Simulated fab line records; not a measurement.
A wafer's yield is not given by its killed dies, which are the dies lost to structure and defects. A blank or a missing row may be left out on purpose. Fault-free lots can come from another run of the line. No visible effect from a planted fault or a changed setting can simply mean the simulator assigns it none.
Matching of chambers    flow nand harc    NHARC_A_CONTACT_DESCUM_47 on rie diel-07 has 4 sister chambers
The step chemistry O2, time 3 s. 4 wafers are shown with their chamber, then 8 later ones without.

WAFERS WITH THEIR CHAMBER
wafer   chamber  drypump motor current A (A)
L418.1  2        6.7
L431.2  1        4.9
L431.4  0        5.7
L432.2  3        5.4

WAFERS WHOSE CHAMBER IS MISSING
wafer   drypump motor current A (A)
L432.4  4.9
L432.6  6.6
L434.3  5.4
L434.4  6.6
L434.5  6.6
L436.2  5.4
L436.3  5.7
L436.5  5.7

WHICH CHAMBER EACH WENT THROUGH
wafer   from the rows above  in truth
L432.4  1                    1
L432.6  2                    2
L434.3  3                    3
L434.4  2                    2
L434.5  2                    2
L436.2  3                    3
L436.3  0                    0
L436.5  0                    0
Correct placement for 8 of the 8. Number that these rows cannot place: 0. 0 placed wrongly.
How it was worked out, from the rows above alone: a wafer's distance from a chamber is the root of the sum, over the readings, of the square of ((its reading less the chamber's mean) divided by the reading's scatter). The wafer belongs to the nearest chamber; if the next one is less than 2 further off, it can't be placed. The mean given for a chamber averages the wafers shown for that chamber. The scatter: with one shown wafer a chamber, the root of the mean of the squares of how far each hidden wafer lies from its nearest shown one.
